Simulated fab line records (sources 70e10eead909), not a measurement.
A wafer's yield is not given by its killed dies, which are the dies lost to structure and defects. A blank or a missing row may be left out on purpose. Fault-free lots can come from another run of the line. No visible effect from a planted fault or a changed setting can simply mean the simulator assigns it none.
Struck lot and sound lot, side by side ; flow nand-harc ; 43 steps out of a route of 1159
Sound: these wafers, L339.2, L339.5, L339.6. Struck: wafers L346.4, L346.6 (left out: L346.5, a lot-mate that was not struck); the cause follows at the end.
At each step with rows: each side's tool, then ch and its chambers, then its first start. Under that, the readings that differ: sound wafers ; struck wafers ; difference of the means ; sigmas: that difference in standard deviations of wafers without a fault.
alike: readings with means less than 2 such deviations apart, plus words and numbers identical on both sides. not compared: withheld readings, readings lacking a value on some wafer, bounds such as >300 that could conceal the same value, and numbers that have no deviation in the record and whose values overlap.
Wherever a step has rows on one side only, a row that says differs or no value, or a row with sigmas, the two part there. When numbers do not overlap yet have no deviation, they are printed without sigmas and do not part them. Lack of a reading on every wafer of one side parts them only where that side has two or more wafers.

first, 1 step without rows for these wafers: NHARC_A_CONTACT_DEVELOP_68 (develop time 35 s).
NHARC_A_CONTACT_CD_MEAS_69: target cd 200 nm.
  sound on cd-sem-01 ch 0, day 17 13:17; struck on cd-sem-01 ch 0, day 19 23:58
  alike: cd-nm
NHARC_A_CONTACT_OVL_MEAS_70:
  sound: overlay-01 at day 17 13:22; struck: overlay-02 at day 20 00:02
  alike: overlay-x-nm, overlay-y-nm
NHARC_A_CONTACT_INSPECT_71:
  sound: defect-inspect-01 at day 17 13:25; struck: defect-inspect-02 at day 20 00:05
  alike: raw-defect-count
NHARC_A_CONTACT_DESCUM_74: chemistry O2, time 3 s.
  sound on rie-diel-04 ch 0,3, day 17 13:32; struck on rie-diel-06 ch 2,3, day 20 00:13
  alike: drypump-motor-current-A, oes-product-au, rf-vpp-V, showerhead-plenum-p-Torr, throttle-valve-pct
  not compared: rf-hours-counter-h
NHARC_A_CONTACT_ETCH_75: etches the open film in CF4, target depth 39 nm, time 65 s.
  sound on rie-diel-04 ch 0,2,3, day 17 13:39; struck on rie-diel-06 ch 0, day 20 00:19
reading;sound;struck;difference;sigmas
oes-product-au (a.u.);1.009 0.986 0.991;1.023 1.012;+0.022;+3
  alike: drypump-motor-current-A, rf-vpp-V, showerhead-plenum-p-Torr, throttle-valve-pct
  not compared: rf-hours-counter-h
then, 2 steps without rows for these wafers: NHARC_A_CONTACT_ETCH_76 (etches the open film in N2/H2, target depth 260 nm, time 475.3 s); NHARC_A_CONTACT_ETCH_77 (etches the open film in CF4/CHF3, target depth 72.6 nm, time 36.3 s).
NHARC_A_CONTACT_ETCH_78: etches the open film in O2/COS, target depth 2800 nm, time 728 s.
  sound on rie-diel-04 ch 0,1,3; struck on rie-diel-06 ch 0
  alike: drypump-motor-current-A, oes-product-au, rf-vpp-V, showerhead-plenum-p-Torr, throttle-valve-pct
  not compared: rf-hours-counter-h
then, 3 steps without rows for these wafers: NHARC_A_CONTACT_ETCH_124 (etches the open film in C4F8/O2/Ar, time 140 s, target depth 700 nm); NHARC_A_CONTACT_ETCH_125 (etches the open film in C4F8/O2/Ar, time 155 s, target depth 956 nm); NHARC_A_CONTACT_ETCH_126 (etches the open film in C4F8/O2/Ar, time 155 s, target depth 956 nm).
NHARC_A_CONTACT_ETCH_127: etches the open film in C4F8/O2/Ar, time 155 s, target depth 956 nm.
  sound on har-cap-etch-01 ch 0,1, day 17 15:16; struck on har-cap-etch-01 ch 1, day 20 02:04
  not compared: rf-hours-counter-h
then, 3 steps without rows for these wafers: NHARC_A_CONTACT_ETCH_128 (etches the open film in C4F8/O2/Ar, time 155 s, target depth 956 nm); NHARC_A_CONTACT_ETCH_129 (etches the open film in C4F8/O2/Ar, time 155 s, target depth 956 nm); NHARC_A_CONTACT_ETCH_130 (etches the open film in C4F8/O2/Ar, time 155 s, target depth 956 nm).
NHARC_A_CONTACT_ETCH_131: etches the open film in C4F8/O2/Ar, time 155 s, target depth 956 nm.
  sound on har-cap-etch-01 ch 0,1, day 17 15:50; struck on har-cap-etch-01 ch 1, day 20 02:38
  not compared: rf-hours-counter-h
then, 4 steps without rows for these wafers: NHARC_A_CONTACT_ETCH_132 (etches the open film in C4F8/O2/Ar, time 156 s, target depth 958 nm); NHARC_A_CONTACT_ETCH_133 (etches the open film in C4F8/O2/Ar, time 195 s, target depth 840 nm); NHARC_A_CONTACT_ETCH_91 (etches the open film in CH3F/O2, target depth 40 nm, time 85.7 s); NHARC_A_CONTACT_ETCH_97 (etches the open film in C4F6/O2, target depth 20 nm, time 10 s).
NHARC_A_CONTACT_CD_MEAS_80:
  sound: cd-sem-03 at day 17 16:53; struck: cd-sem-01 at day 20 03:41
  alike: cd-nm
then, 4 steps without rows for these wafers: NHARC_A_CONTACT_STRIP_103 (strips in N2/H2); NHARC_A_CONTACT_STRIP_104 (strips in CF4/CHF3); NHARC_A_CONTACT_STRIP_105 (strips in O2/COS); NHARC_A_CONTACT_ETCH_106 (etches the open film in CF4/O2, target depth 60 nm, overetch 6 nm, time 33 s).
NHARC_A_CONTACT_STRIP_82: strips in O2.
  sound on rie-diel-06 ch 1,2; struck on rie-diel-04 ch 1,2
  alike: drypump-motor-current-A, oes-product-au, rf-vpp-V, showerhead-plenum-p-Torr, throttle-valve-pct
  not compared: rf-hours-counter-h
then, 13 steps without rows for these wafers: NHARC_A_CONTACT_STRIP_83 (strips in post etch residue remover, time 600 s); NHARC_A_CONTACT_DEP_84 (deposits aC, target thk 2000 nm); NHARC_A_CONTACT_DEP_85 (deposits SiON, target thk 50 nm); NHARC_A_CONTACT_DEHYDRATE_00 (time 120 s); NHARC_A_CONTACT_HMDS_01 (time 30 s); NHARC_A_CONTACT_COAT_86 (time 75 s); NHARC_A_CONTACT_COAT_87 (time 65 s); NHARC_A_CONTACT_COAT_02 (resist thk 90 nm); NHARC_A_CONTACT_SOFTBAKE_03 (time 55 s); NHARC_A_CONTACT_EBR_04; NHARC_A_CONTACT_EXPOSE_05 (exposes mask A CC); NHARC_A_CONTACT_PEB_06 (peb time 65 s); NHARC_A_CONTACT_DEVELOP_07 (develop time 35 s).
NHARC_A_CONTACT_CD_MEAS_08: target cd 100 nm.
  sound on cd-sem-01 ch 0, day 17 21:26; struck on cd-sem-03 ch 0, day 20 06:52
  alike: cd-nm
NHARC_A_CONTACT_OVL_MEAS_09:
  sound: overlay-01 at day 17 21:32; struck: overlay-02 at day 20 06:57
  alike: overlay-x-nm, overlay-y-nm
-- jump in the record: it breaks off in module A_CONTACT and resumes in module END (first step shown: number 1159 of the route), and 2 days separate the struck wafers' starts before and after --
NHARC_END_SORT_01:
  the record has rows for the struck wafers here (prober-02 ch 0, day 22 16:08) and none for the sound ones

== WHERE THEY PART ==
First at NHARC_A_CONTACT_ETCH_75; last, within this record, at NHARC_END_SORT_01.

WHY: whatever the simulator had introduced
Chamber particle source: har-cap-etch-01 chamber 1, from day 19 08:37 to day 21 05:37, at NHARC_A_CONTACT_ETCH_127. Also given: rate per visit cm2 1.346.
